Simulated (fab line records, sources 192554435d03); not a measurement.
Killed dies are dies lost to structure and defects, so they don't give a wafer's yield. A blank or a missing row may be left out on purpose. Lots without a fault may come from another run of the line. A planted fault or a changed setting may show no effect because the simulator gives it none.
Split-lot experiment | flow n5_finfet | 7 lots, 21 wafers read, on a route of 1938 steps

THE SPLIT
At N5_SDB_EXPOSE_08 (exposes mask SDB), the setting dose_mj was moved away from the recipe's 49.6 on 11 of the 21 wafers read, by -3.9% to +5.6%. The other wafers ran this setting at the recipe's value.

FROM THE SPLIT TO THE READING: what the file shows between them, 2 steps
- N5_SDB_PEB_09: peb time 60 s
- N5_SDB_DEVELOP_10: develop time 30 s

THE READING
cd_nm, in nm, at N5_SDB_CD_MEAS_11 (target cd 50 nm). Fault-free wafers of this fab line usually give 50.7 nm, standard deviation 0.93 nm.

wafer  | tool, chamber at the split | dose_mj as run | against the recipe | cd_nm, nm | against lot-mates on the recipe
L074.1 | arfi_scanner-02, 0         | 49.6           | recipe             | 51.3      | -
L074.2 | arfi_scanner-02, 0         | 47.68          | -3.9%              | 46.3      | -4.8
L074.4 | arfi_scanner-02, 0         | 49.6           | recipe             | 50.8      | -
L076.1 | arfi_scanner-02, 0         | 49.6           | recipe             | 50.7      | -
L076.3 | arfi_scanner-02, 0         | 51.43          | +3.7%              | 53.4      | +2.7
L076.4 | arfi_scanner-02, 0         | 51.43          | +3.7%              | 54.5      | +3.8
L078.2 | arfi_scanner-03, 0         | 49.6           | recipe             | 50.7      | -
L078.3 | arfi_scanner-03, 0         | 48.05          | -3.1%              | 46.3      | -4.4
L078.4 | arfi_scanner-03, 0         | 48.05          | -3.1%              | 47.1      | -3.6
L082.3 | arfi_scanner-02, 0         | 52.38          | +5.6%              | 57.4      | +6.4
L082.5 | arfi_scanner-02, 0         | 49.6           | recipe             | 51.0      | -
L082.6 | arfi_scanner-02, 0         | 52.38          | +5.6%              | 57.1      | +6.1
L089.1 | arfi_scanner-01, 0         | 48.04          | -3.1%              | 47.9      | no lot-mate on the recipe
L089.2 | arfi_scanner-01, 0         | 48.04          | -3.1%              | 48.2      | no lot-mate on the recipe
L089.5 | arfi_scanner-01, 0         | 48.04          | -3.1%              | 47.8      | no lot-mate on the recipe
L090.1 | arfi_scanner-01, 0         | 49.6           | recipe             | 49.9      | -
L090.4 | arfi_scanner-01, 0         | 49.6           | recipe             | 50.7      | -
L090.6 | arfi_scanner-01, 0         | 49.6           | recipe             | 51.0      | -
L094.2 | arfi_scanner-01, 0         | 52.12          | +5.1%              | 55.8      | +4.2
L094.4 | arfi_scanner-01, 0         | 49.6           | recipe             | 51.5      | -
L094.5 | arfi_scanner-01, 0         | 49.6           | recipe             | 51.6      | -

THE FIT
A straight line over all 21 wafers: cd_nm changes by +1.06 nm for each +1% of dose_mj; r = +0.98; the points scatter about the line by 0.62 nm.
The same after taking each lot's own level away (the mean of its wafers on the recipe; 18 wafers): +1.08 nm for each +1%; r = +0.99; scatter 0.54 nm.
On that fit, the largest move of dose_mj shifts the reading by 6 nm.
The lots' own levels span 50.53 to 51.55 nm, that is 1.1 times the standard deviation above.
So the lot-to-lot level changes the slope little: the two slopes agree.
Check: with one of the wafers moved furthest among these (+5.6%) left out of the fit, the line predicts +5.65 nm for it against its lot-mates. It came out at +6.4 nm against them.

OTHER SPLITS ON THESE WAFERS
These wafers also went through other splits before the reading. Each is held against what the fit with the lots' levels taken away leaves over:
other split on the same wafers | wafers away from the commonest value | r with cd_nm (lot level and that fit taken away)
N5_ILD0_ALD_15 ald_cycles      | 9                                    | +0.39

THE FILE'S OWN FIT
cd_nm changes by +1.04 nm for each +1% of dose_mj, r = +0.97.
